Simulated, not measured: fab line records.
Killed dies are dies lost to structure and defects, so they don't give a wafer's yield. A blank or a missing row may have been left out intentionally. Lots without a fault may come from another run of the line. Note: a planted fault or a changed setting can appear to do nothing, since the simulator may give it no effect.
A struck lot beside a sound one | flow nandHarc | 14 out of 1159 route steps
Sound: the wafers L885.2, L885.4, L885.6. Wafers L883.3, L883.5, L883.6 were the ones struck. Last of all comes the cause.
For every step that has rows: the tool of each side, followed by ch and its chambers, followed by its first start. Under that, the readings that differ: sound wafers | struck wafers | difference of the means | sigmas: that difference in standard deviations of wafers without a fault.
alike: readings with means less than 2 such deviations apart, plus words and numbers identical on both sides. not compared: withheld readings, readings lacking a value on some wafer, bounds such as >300 that could conceal the same value, and numbers that have no deviation in the record and whose values overlap.
Wherever a step has rows on one side only, a row that says differs or no value, or a row with sigmas, the two part there. Non-overlapping numbers with no deviation appear without sigmas and do not part them. A reading missing from all wafers of one side parts the sides only when that side holds two or more wafers.

first, 4 steps without rows for these wafers: NHARC_P_GATE_EBR_07; NHARC_P_GATE_EXPOSE_08 (exposes mask P HV); NHARC_P_GATE_PEB_09 (peb time 85 s); NHARC_P_GATE_DEVELOP_10 (time 70 s).
NHARC_P_GATE_CD_MEAS_11: target cd 1640 nm.
  sound on cdSem-02 ch 0, day 6 06:38; struck on cdSem-01 ch 0, day 5 14:32
  alike: cdNm
then, 1 step without rows for these wafers: NHARC_P_GATE_HARDBAKE_12 (time 80 s).
NHARC_P_GATE_DESCUM_13: chemistry O2, time 3 s.
  sound on rieDiel-12 ch 1,2,3, day 6 06:48; struck on rieDiel-03 ch 0,3, day 5 14:42
  alike: drypumpMotorCurrentA, oesProductAu, rfVppV, showerheadPlenumPTorr, throttleValvePct
  not compared: rfHoursCounterH
then, 5 steps without rows for these wafers: NHARC_P_GATE_ETCH_14 (etches SiO2 in dHF, target depth 48.8 nm); NHARC_P_GATE_STRIP_15 (strips in SPM, time 780 s); NHARC_P_GATE_PRECLEAN_71 (cleans in SC1); NHARC_P_GATE_SRD_72; NHARC_P_GATE_OXIDE_16 (material SiO2, target thk 3 nm, ox time 392 s).
NHARC_P_GATE_CVD_17: deposits poly-Si, target thk 150 nm, time 900 s.
  sound on lpcvdPoly-01 ch 0, day 6 16:09; struck on lpcvdPoly-04 ch 0, day 6 05:14
  alike: spikeTcBottomC, spikeTcUpperC
NHARC_P_GATE_HM_DEP_102: deposits aC, target thk 120 nm.
  sound on aclDep-01 ch 0, day 6 19:01; struck on aclDep-02 ch 0, day 6 08:25
  alike: susceptorTempC, throttleValvePct

## WHERE THEY PART
Nowhere in this record.

WHY: what had been put in by the simulator
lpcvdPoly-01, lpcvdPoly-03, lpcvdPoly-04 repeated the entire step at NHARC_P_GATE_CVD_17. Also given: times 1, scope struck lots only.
